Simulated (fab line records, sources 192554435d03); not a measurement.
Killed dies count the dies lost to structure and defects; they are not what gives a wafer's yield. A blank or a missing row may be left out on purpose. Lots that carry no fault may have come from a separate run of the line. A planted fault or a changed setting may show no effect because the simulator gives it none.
Matching of chambers + flow n5_finfet + rie_diel-02 running N5_BEOL_M1_ETCHBACK_99: 4 sister chambers
The step etches SiO2 in CHF3, target depth 5 nm, time 10.4 s. 4 wafers are shown with their chamber, then 10 later ones without.

WAFERS WITH THEIR CHAMBER
| wafer  | chamber | showerhead_plenum_p_Torr (Torr) |
|--------|---------|---------------------------------|
| L083.3 | 2       | 2.00                            |
| L082.2 | 1       | 2.09                            |
| L084.2 | 0       | 2.14                            |
| L084.4 | 3       | 2.21                            |

WAFERS WITHOUT THEIR CHAMBER
| wafer  | showerhead_plenum_p_Torr (Torr) |
|--------|---------------------------------|
| L084.5 | 2.14                            |
| L088.3 | 2.14                            |
| L088.5 | 2.21                            |
| L088.6 | 2.00                            |
| L091.1 | 2.21                            |
| L091.2 | 2.14                            |
| L091.4 | 1.99                            |
| L097.1 | 2.14                            |
| L097.2 | 2.08                            |
| L097.4 | 2.20                            |

THE CHAMBER EACH PASSED THROUGH
| wafer  | from the rows above | in truth |
|--------|---------------------|----------|
| L084.5 | 0                   | 0        |
| L088.3 | 0                   | 0        |
| L088.5 | 3                   | 3        |
| L088.6 | 2                   | 2        |
| L091.1 | 3                   | 3        |
| L091.2 | 0                   | 0        |
| L091.4 | 2                   | 2        |
| L097.1 | 0                   | 0        |
| L097.2 | 1                   | 1        |
| L097.4 | 3                   | 3        |
Correct placement for 10 of the 10. Left unplaced by these rows: 0. Placed wrongly: 0.
How it was worked out, from the rows above alone: a wafer's distance from a chamber is the root of the sum, over the readings, of the square of ((its reading less the chamber's mean) divided by the reading's scatter). If the next closest chamber is less than 2 further off than the closest, the wafer can't be placed; otherwise it belongs to the closest. For every chamber, the mean is computed from those of its wafers that are shown. The scatter: with one shown wafer a chamber, the root of the mean of the squares of how far each hidden wafer lies from its nearest shown one.
